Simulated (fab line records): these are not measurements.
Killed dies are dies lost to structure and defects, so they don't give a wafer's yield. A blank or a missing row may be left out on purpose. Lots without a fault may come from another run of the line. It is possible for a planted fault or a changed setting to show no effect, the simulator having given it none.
The tool behind it: which one? || flow n5_finfet || 30 wafers from 10 lots sampled at 6 of the route's 1938 steps

## WHAT THE GAUGES SHOWED, per wafer
N5_FIN_SAQP_THK_MEAS_07. Usual: thk_nm 59.9 nm, standard deviation 0.76.
{"lot": "L625", "measured": "day 2 10:01", "on": "film_metro-02", "thk_nm (nm)": "59.7 60.0 60.2", "flag": ""}
{"lot": "L626", "measured": "day 2 14:47", "on": "film_metro-01", "thk_nm (nm)": "60.0 58.8 60.5", "flag": ""}
{"lot": "L629", "measured": "day 3 08:57", "on": "film_metro-01", "thk_nm (nm)": "59.9 60.8 60.4", "flag": ""}
{"lot": "L630", "measured": "day 3 15:17", "on": "film_metro-02", "thk_nm (nm)": "60.2 59.8 60.2", "flag": ""}
{"lot": "L635", "measured": "day 4 21:22", "on": "film_metro-02", "thk_nm (nm)": "61.6 60.2 61.5", "flag": ""}
{"lot": "L637", "measured": "day 5 09:31", "on": "film_metro-02", "thk_nm (nm)": "59.4 60.4 60.3", "flag": ""}
{"lot": "L638", "measured": "day 5 15:21", "on": "film_metro-01", "thk_nm (nm)": "60.2 60.6 60.4", "flag": ""}
{"lot": "L644", "measured": "day 7 03:49", "on": "film_metro-02", "thk_nm (nm)": "59.1 59.3 59.9", "flag": ""}
{"lot": "L645", "measured": "day 7 09:22", "on": "film_metro-02", "thk_nm (nm)": "59.7 60.6 61.2", "flag": ""}
{"lot": "L646", "measured": "day 7 15:28", "on": "film_metro-01", "thk_nm (nm)": "59.7 59.8 60.3", "flag": ""}

N5_FIN_SAQP_CD_MEAS_16: the cd target is 35.6 nm. Usual: cd_nm 35.6 nm, standard deviation 0.33.
{"lot": "L625", "measured": "day 2 10:31", "on": "cd_sem-02", "cd_nm (nm)": "36.0 35.5 35.4", "flag": ""}
{"lot": "L626", "measured": "day 2 15:10", "on": "cd_sem-03", "cd_nm (nm)": "35.4 35.8 35.4", "flag": ""}
{"lot": "L629", "measured": "day 3 09:20", "on": "cd_sem-01", "cd_nm (nm)": "35.4 36.1 35.2", "flag": ""}
{"lot": "L630", "measured": "day 3 15:47", "on": "cd_sem-03", "cd_nm (nm)": "36.1 36.0 35.7", "flag": ""}
{"lot": "L635", "measured": "day 4 21:43", "on": "cd_sem-03", "cd_nm (nm)": "35.8 35.4 35.5", "flag": ""}
{"lot": "L637", "measured": "day 5 10:00", "on": "cd_sem-01", "cd_nm (nm)": "35.0 34.9 35.2", "flag": ""}
{"lot": "L638", "measured": "day 5 15:42", "on": "cd_sem-03", "cd_nm (nm)": "35.9 35.6 36.5", "flag": ""}
{"lot": "L644", "measured": "day 7 04:20", "on": "cd_sem-02", "cd_nm (nm)": "36.0 35.5 35.7", "flag": ""}
{"lot": "L645", "measured": "day 7 09:52", "on": "cd_sem-02", "cd_nm (nm)": "35.3 35.0 36.0", "flag": ""}
{"lot": "L646", "measured": "day 7 15:56", "on": "cd_sem-03", "cd_nm (nm)": "36.1 35.6 36.2", "flag": ""}

N5_BEOL_M4_RC_MEAS_101. Usual: DIBL_N 36.1 mV/V, standard deviation 2; DIBL_P 36.3 mV/V, standard deviation 2.4; IOFF_N 0.15 nA/um, standard deviation 0.035; IOFF_P 0.21 nA/um, standard deviation 0.039; ION_N 672 uA/um, standard deviation 15; ION_P 463 uA/um, standard deviation 9.7; SS_N 71.5 mV/dec, standard deviation 0.7; SS_P 73.2 mV/dec, standard deviation 0.75; VT_N 251 mV, standard deviation 3.6; VT_P -250 mV, standard deviation 3.8.
{"lot": "L625", "measured": "day 8 08:31", "on": "prober-01", "DIBL_N (mV/V)": "32.3 37.0 35.8", "DIBL_P (mV/V)": "33.3 38.7 37.5", "IOFF_N (nA/um)": "0.11 0.19 0.16", "IOFF_P (nA/um)": "0.18 0.27 0.25", "ION_N (uA/um)": "672 694 688", "ION_P (uA/um)": "481 481 484", "SS_N (mV/dec)": "71.6 71.2 71.5", "SS_P (mV/dec)": "72.3 73.3 73.6", "VT_N (mV)": "254 247 249", "VT_P (mV)": "-248 -245 -247", "flag": ""}
{"lot": "L626", "measured": "day 9 00:01", "on": "prober-02", "DIBL_N (mV/V)": "35.3 31.4 32.5", "DIBL_P (mV/V)": "37.2 32.2 32.9", "IOFF_N (nA/um)": "0.12 0.08 0.08", "IOFF_P (nA/um)": "0.16 0.11 0.11", "ION_N (uA/um)": "675 637 631", "ION_P (uA/um)": "453 439 434", "SS_N (mV/dec)": "71.4 69.7 70.5", "SS_P (mV/dec)": "73.3 71.6 72.3", "VT_N (mV)": "253 260 261", "VT_P (mV)": "-258 -262 -262", "flag": ""}
{"lot": "L629", "measured": "day 9 14:43", "on": "prober-02", "DIBL_N (mV/V)": "39.7 37.9 37.7", "DIBL_P (mV/V)": "39.7 38.4 38.9", "IOFF_N (nA/um)": "0.20 0.16 0.17", "IOFF_P (nA/um)": "0.22 0.20 0.20", "ION_N (uA/um)": "671 676 669", "ION_P (uA/um)": "456 462 453", "SS_N (mV/dec)": "72.8 72.7 72.5", "SS_P (mV/dec)": "74.2 73.3 73.7", "VT_N (mV)": "247 250 249", "VT_P (mV)": "-252 -257 -253", "flag": ""}
{"lot": "L630", "measured": "day 9 22:31", "on": "prober-01", "DIBL_N (mV/V)": "35.6 33.7 35.2", "DIBL_P (mV/V)": "35.5 34.3 35.2", "IOFF_N (nA/um)": "0.15 0.15 0.16", "IOFF_P (nA/um)": "0.21 0.19 0.21", "ION_N (uA/um)": "667 670 677", "ION_P (uA/um)": "464 457 461", "SS_N (mV/dec)": "71.7 70.9 71.2", "SS_P (mV/dec)": "73.1 72.5 73.4", "VT_N (mV)": "250 249 246", "VT_P (mV)": "-248 -248 -249", "flag": ""}
{"lot": "L635", "measured": "day 11 06:01", "on": "prober-01", "DIBL_N (mV/V)": "36.2 38.2 35.7", "DIBL_P (mV/V)": "35.9 37.9 34.8", "IOFF_N (nA/um)": "0.16 0.21 0.16", "IOFF_P (nA/um)": "0.22 0.26 0.21", "ION_N (uA/um)": "670 703 683", "ION_P (uA/um)": "471 478 461", "SS_N (mV/dec)": "71.7 71.6 71.2", "SS_P (mV/dec)": "73.3 73.4 72.6", "VT_N (mV)": "251 245 249", "VT_P (mV)": "-246 -245 -251", "flag": ""}
{"lot": "L637", "measured": "day 11 12:26", "on": "prober-02", "DIBL_N (mV/V)": "37.0 34.1 35.9", "DIBL_P (mV/V)": "37.2 33.6 35.8", "IOFF_N (nA/um)": "0.17 0.12 0.15", "IOFF_P (nA/um)": "0.24 0.17 0.21", "ION_N (uA/um)": "696 655 687", "ION_P (uA/um)": "474 457 474", "SS_N (mV/dec)": "71.3 70.9 70.9", "SS_P (mV/dec)": "72.7 72.2 73.0", "VT_N (mV)": "247 253 252", "VT_P (mV)": "-248 -253 -252", "flag": ""}
{"lot": "L638", "measured": "day 11 23:55", "on": "prober-01", "DIBL_N (mV/V)": "35.3 39.3 34.5", "DIBL_P (mV/V)": "35.0 39.7 34.1", "IOFF_N (nA/um)": "0.14 0.23 0.14", "IOFF_P (nA/um)": "0.22 0.30 0.21", "ION_N (uA/um)": "673 675 684", "ION_P (uA/um)": "471 467 477", "SS_N (mV/dec)": "71.3 72.1 70.8", "SS_P (mV/dec)": "72.7 73.5 72.3", "VT_N (mV)": "249 247 248", "VT_P (mV)": "-248 -242 -248", "flag": ""}
{"lot": "L644", "measured": "day 13 18:46", "on": "prober-01", "DIBL_N (mV/V)": "37.0 32.3 34.5", "DIBL_P (mV/V)": "37.2 31.4 34.8", "IOFF_N (nA/um)": "0.18 0.10 0.14", "IOFF_P (nA/um)": "0.24 0.15 0.21", "ION_N (uA/um)": "672 652 665", "ION_P (uA/um)": "458 457 458", "SS_N (mV/dec)": "72.1 70.9 71.1", "SS_P (mV/dec)": "73.5 71.8 72.5", "VT_N (mV)": "248 258 252", "VT_P (mV)": "-250 -254 -249", "flag": ""}
{"lot": "L645", "measured": "day 13 23:06", "on": "prober-01", "DIBL_N (mV/V)": "36.3 39.6 36.0", "DIBL_P (mV/V)": "35.1 39.1 34.1", "IOFF_N (nA/um)": "0.13 0.19 0.12", "IOFF_P (nA/um)": "0.21 0.27 0.19", "ION_N (uA/um)": "647 680 656", "ION_P (uA/um)": "451 464 458", "SS_N (mV/dec)": "71.1 72.3 71.3", "SS_P (mV/dec)": "72.2 73.1 72.6", "VT_N (mV)": "254 246 256", "VT_P (mV)": "-247 -248 -253", "flag": ""}
{"lot": "L646", "measured": "day 13 18:54", "on": "prober-02", "DIBL_N (mV/V)": "37.6 35.1 38.3", "DIBL_P (mV/V)": "36.7 33.4 38.3", "IOFF_N (nA/um)": "0.17 0.13 0.19", "IOFF_P (nA/um)": "0.24 0.19 0.27", "ION_N (uA/um)": "673 661 701", "ION_P (uA/um)": "467 461 481", "SS_N (mV/dec)": "71.1 70.7 71.2", "SS_P (mV/dec)": "74.5 72.1 73.5", "VT_N (mV)": "249 252 247", "VT_P (mV)": "-247 -249 -243", "flag": ""}

## TOOL THAT RAN EACH LOT (tool first, then ch and the chambers of the sampled wafers, then the start)
{"lot": "L625", "N5_FIN_SAQP_HM_DEP_03": "pecvd-04 ch 1,2, day 2 09:43", "N5_FIN_SAQP_PECVD_47": "pecvd-03 ch 0,2, day 2 09:51", "N5_FIN_SAQP_MANDREL_ETCH_58": "rie_si-03 ch 0,1,3, day 2 12:55"}
{"lot": "L626", "N5_FIN_SAQP_HM_DEP_03": "pecvd-04 ch 1,2, day 2 14:28", "N5_FIN_SAQP_PECVD_47": "pecvd-02 ch 1,2, day 2 14:37", "N5_FIN_SAQP_MANDREL_ETCH_58": "rie_si-01 ch 0,1,2, day 2 18:15"}
{"lot": "L629", "N5_FIN_SAQP_HM_DEP_03": "pecvd-04 ch 0,1,2, day 3 08:39", "N5_FIN_SAQP_PECVD_47": "pecvd-04 ch 0,1, day 3 08:47", "N5_FIN_SAQP_MANDREL_ETCH_58": "rie_si-01 ch 1,2,3, day 3 11:46"}
{"lot": "L630", "N5_FIN_SAQP_HM_DEP_03": "pecvd-03 ch 0,2, day 3 14:55", "N5_FIN_SAQP_PECVD_47": "pecvd-03 ch 0,2, day 3 15:04", "N5_FIN_SAQP_MANDREL_ETCH_58": "rie_si-03 ch 1,2,3, day 3 18:17"}
{"lot": "L635", "N5_FIN_SAQP_HM_DEP_03": "pecvd-03 ch 0,1, day 4 21:04", "N5_FIN_SAQP_PECVD_47": "pecvd-02 ch 0,1,2, day 4 21:11", "N5_FIN_SAQP_MANDREL_ETCH_58": "rie_si-06 ch 2,3, day 5 00:53"}
{"lot": "L637", "N5_FIN_SAQP_HM_DEP_03": "pecvd-02 ch 1,2, day 5 09:13", "N5_FIN_SAQP_PECVD_47": "pecvd-03 ch 0,1,2, day 5 09:20", "N5_FIN_SAQP_MANDREL_ETCH_58": "rie_si-03 ch 0,1,3, day 5 12:23"}
{"lot": "L638", "N5_FIN_SAQP_HM_DEP_03": "pecvd-02 ch 1,2, day 5 15:03", "N5_FIN_SAQP_PECVD_47": "pecvd-04 ch 0,2, day 5 15:11", "N5_FIN_SAQP_MANDREL_ETCH_58": "rie_si-01 ch 1,2,3, day 5 18:00"}
{"lot": "L644", "N5_FIN_SAQP_HM_DEP_03": "pecvd-04 ch 1,2, day 7 03:30", "N5_FIN_SAQP_PECVD_47": "pecvd-03 ch 0,1, day 7 03:39", "N5_FIN_SAQP_MANDREL_ETCH_58": "rie_si-01 ch 2,3, day 7 06:37"}
{"lot": "L645", "N5_FIN_SAQP_HM_DEP_03": "pecvd-03 ch 0,1, day 7 09:05", "N5_FIN_SAQP_PECVD_47": "pecvd-03 ch 0,1,2, day 7 09:12", "N5_FIN_SAQP_MANDREL_ETCH_58": "rie_si-01 ch 1,2, day 7 12:33"}
{"lot": "L646", "N5_FIN_SAQP_HM_DEP_03": "pecvd-03 ch 0,2, day 7 15:10", "N5_FIN_SAQP_PECVD_47": "pecvd-02 ch 0,1,2, day 7 15:17", "N5_FIN_SAQP_MANDREL_ETCH_58": "rie_si-06 ch 1,2, day 7 18:22"}
- N5_FIN_SAQP_HM_DEP_03: deposits SiNx from SiH4/NH3/N2, target thk 38 nm, time 33.6 s.
- N5_FIN_SAQP_PECVD_47: deposits a-Si from SiH4/He, target thk 45 nm, time 36.3 s.
- N5_FIN_SAQP_MANDREL_ETCH_58: etches a-Si in HBr/Cl2, stops on SiNx, target depth 45 nm, bt time 10 s, time 27 s.

## WHAT THE TOOLS THEMSELVES READ (means of the sampled wafers that have a number; where no wafer has one, the mark that the record gives instead)
N5_FIN_SAQP_HM_DEP_03. Usual: heater_power_w 771 W, standard deviation 78; showerhead_plenum_p_Torr 5.12 Torr, standard deviation 0.068; throttle_valve_pct 40.7 %, standard deviation 2.5.
{"lot": "L625", "tool": "pecvd-04", "heater_power_w (W)": 780, "showerhead_plenum_p_Torr (Torr)": 5.16, "throttle_valve_pct (%)": 40.3, "flag": ""}
{"lot": "L626", "tool": "pecvd-04", "heater_power_w (W)": 749, "showerhead_plenum_p_Torr (Torr)": 5.17, "throttle_valve_pct (%)": 40.5, "flag": ""}
{"lot": "L629", "tool": "pecvd-04", "heater_power_w (W)": 797, "showerhead_plenum_p_Torr (Torr)": 5.12, "throttle_valve_pct (%)": 40.9, "flag": ""}
{"lot": "L630", "tool": "pecvd-03", "heater_power_w (W)": 768, "showerhead_plenum_p_Torr (Torr)": 5.11, "throttle_valve_pct (%)": 41.8, "flag": ""}
{"lot": "L635", "tool": "pecvd-03", "heater_power_w (W)": 781, "showerhead_plenum_p_Torr (Torr)": 5.05, "throttle_valve_pct (%)": 42.8, "flag": ""}
{"lot": "L637", "tool": "pecvd-02", "heater_power_w (W)": 677, "showerhead_plenum_p_Torr (Torr)": 5.12, "throttle_valve_pct (%)": 42.4, "flag": ""}
{"lot": "L638", "tool": "pecvd-02", "heater_power_w (W)": 744, "showerhead_plenum_p_Torr (Torr)": 5.10, "throttle_valve_pct (%)": 42.7, "flag": ""}
{"lot": "L644", "tool": "pecvd-04", "heater_power_w (W)": 804, "showerhead_plenum_p_Torr (Torr)": 5.12, "throttle_valve_pct (%)": 39.3, "flag": ""}
{"lot": "L645", "tool": "pecvd-03", "heater_power_w (W)": 764, "showerhead_plenum_p_Torr (Torr)": 5.06, "throttle_valve_pct (%)": 41.5, "flag": ""}
{"lot": "L646", "tool": "pecvd-03", "heater_power_w (W)": 839, "showerhead_plenum_p_Torr (Torr)": 5.19, "throttle_valve_pct (%)": 40.2, "flag": ""}

N5_FIN_SAQP_PECVD_47. Usual: heater_power_w 841 W, standard deviation 76; run_length_s 72.6 s, standard deviation 0.57; showerhead_plenum_p_Torr 5.65 Torr, standard deviation 0.055; throttle_valve_pct 18.6 %, standard deviation 1.1.
{"lot": "L625", "tool": "pecvd-03", "heater_power_w (W)": 836, "run_length_s (s)": 72.4, "showerhead_plenum_p_Torr (Torr)": 5.70, "throttle_valve_pct (%)": 18.2, "flag": ""}
{"lot": "L626", "tool": "pecvd-02", "heater_power_w (W)": 825, "run_length_s (s)": 72.3, "showerhead_plenum_p_Torr (Torr)": 5.64, "throttle_valve_pct (%)": 19.3, "flag": ""}
{"lot": "L629", "tool": "pecvd-04", "heater_power_w (W)": 879, "run_length_s (s)": 72.9, "showerhead_plenum_p_Torr (Torr)": 5.68, "throttle_valve_pct (%)": 19.3, "flag": ""}
{"lot": "L630", "tool": "pecvd-03", "heater_power_w (W)": 891, "run_length_s (s)": 72.9, "showerhead_plenum_p_Torr (Torr)": 5.69, "throttle_valve_pct (%)": 18.1, "flag": ""}
{"lot": "L635", "tool": "pecvd-02", "heater_power_w (W)": 853, "run_length_s (s)": 72.3, "showerhead_plenum_p_Torr (Torr)": 5.66, "throttle_valve_pct (%)": 18.7, "flag": ""}
{"lot": "L637", "tool": "pecvd-03", "heater_power_w (W)": 818, "run_length_s (s)": 72.7, "showerhead_plenum_p_Torr (Torr)": 5.65, "throttle_valve_pct (%)": 18.7, "flag": ""}
{"lot": "L638", "tool": "pecvd-04", "heater_power_w (W)": 924, "run_length_s (s)": 72.4, "showerhead_plenum_p_Torr (Torr)": 5.61, "throttle_valve_pct (%)": 18.9, "flag": ""}
{"lot": "L644", "tool": "pecvd-03", "heater_power_w (W)": 829, "run_length_s (s)": 67.0, "showerhead_plenum_p_Torr (Torr)": 5.62, "throttle_valve_pct (%)": 18.9, "flag": "OFF"}
{"lot": "L645", "tool": "pecvd-03", "heater_power_w (W)": 784, "run_length_s (s)": 67.1, "showerhead_plenum_p_Torr (Torr)": 5.65, "throttle_valve_pct (%)": 18.7, "flag": "OFF"}
{"lot": "L646", "tool": "pecvd-02", "heater_power_w (W)": 816, "run_length_s (s)": 72.6, "showerhead_plenum_p_Torr (Torr)": 5.66, "throttle_valve_pct (%)": 18.7, "flag": ""}

N5_FIN_SAQP_MANDREL_ETCH_58. Usual: drypump_motor_current_A 5.7 A, standard deviation 0.55; oes_product_au 0.696 a.u., standard deviation 0.012; throttle_valve_pct 35.7 %, standard deviation 0.31.
{"lot": "L625", "tool": "rie_si-03", "drypump_motor_current_A (A)": 5.5, "oes_product_au (a.u.)": 0.690, "throttle_valve_pct (%)": 36.0, "flag": ""}
{"lot": "L626", "tool": "rie_si-01", "drypump_motor_current_A (A)": 5.9, "oes_product_au (a.u.)": 0.704, "throttle_valve_pct (%)": 35.4, "flag": ""}
{"lot": "L629", "tool": "rie_si-01", "drypump_motor_current_A (A)": 6.0, "oes_product_au (a.u.)": 0.702, "throttle_valve_pct (%)": 35.5, "flag": ""}
{"lot": "L630", "tool": "rie_si-03", "drypump_motor_current_A (A)": 5.7, "oes_product_au (a.u.)": 0.689, "throttle_valve_pct (%)": 35.9, "flag": ""}
{"lot": "L635", "tool": "rie_si-06", "drypump_motor_current_A (A)": 5.4, "oes_product_au (a.u.)": 0.703, "throttle_valve_pct (%)": 35.4, "flag": ""}
{"lot": "L637", "tool": "rie_si-03", "drypump_motor_current_A (A)": 5.5, "oes_product_au (a.u.)": 0.690, "throttle_valve_pct (%)": 36.0, "flag": ""}
{"lot": "L638", "tool": "rie_si-01", "drypump_motor_current_A (A)": 6.0, "oes_product_au (a.u.)": 0.698, "throttle_valve_pct (%)": 35.5, "flag": ""}
{"lot": "L644", "tool": "rie_si-01", "drypump_motor_current_A (A)": 5.5, "oes_product_au (a.u.)": 0.639, "throttle_valve_pct (%)": 35.6, "flag": "OFF"}
{"lot": "L645", "tool": "rie_si-01", "drypump_motor_current_A (A)": 6.2, "oes_product_au (a.u.)": 0.642, "throttle_valve_pct (%)": 35.5, "flag": "OFF"}
{"lot": "L646", "tool": "rie_si-06", "drypump_motor_current_A (A)": 5.5, "oes_product_au (a.u.)": 0.693, "throttle_valve_pct (%)": 35.8, "flag": ""}

## THE ANSWER, worked out from the rows above alone
Rule: take the mean of a lot's wafers that have a number; if it is more than 3 standard deviations from the usual mean, the lot is off. A lot without any number at a reading at which 4 lots or more have one is off too. All remaining lots with rows at the step are treated as sound. The gauges are gone through in route order, then the tools' own readings, and for those a lot's mean is taken as printed above. At the first step where some lot is off, the reading lying furthest off is the one used; lots without a number count as furthest.
Off, at N5_FIN_SAQP_PECVD_47 on run_length_s: L644, L645.
A tool fits if, at that step or a process step before it, it ran every lot that is off, and no sound lot after the first of them. One fits: pecvd-03 at N5_FIN_SAQP_PECVD_47. A fault onset in the window from L637 (day 5 09:20, its last sound lot) to L644 (day 7 03:39, its first lot off) fits.
On the lots that are off, the tool's own readings at N5_FIN_SAQP_PECVD_47 differ by more than 5 times the standard deviation of the sound lots' means, which bears it out; run_length_s reads 67.0 s there versus 72.6 s on the sound lots.

## WHAT THE SIMULATOR PUT IN
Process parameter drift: pecvd-03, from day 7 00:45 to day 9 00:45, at N5_FIN_SAQP_PECVD_47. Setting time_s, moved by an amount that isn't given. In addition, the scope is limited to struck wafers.
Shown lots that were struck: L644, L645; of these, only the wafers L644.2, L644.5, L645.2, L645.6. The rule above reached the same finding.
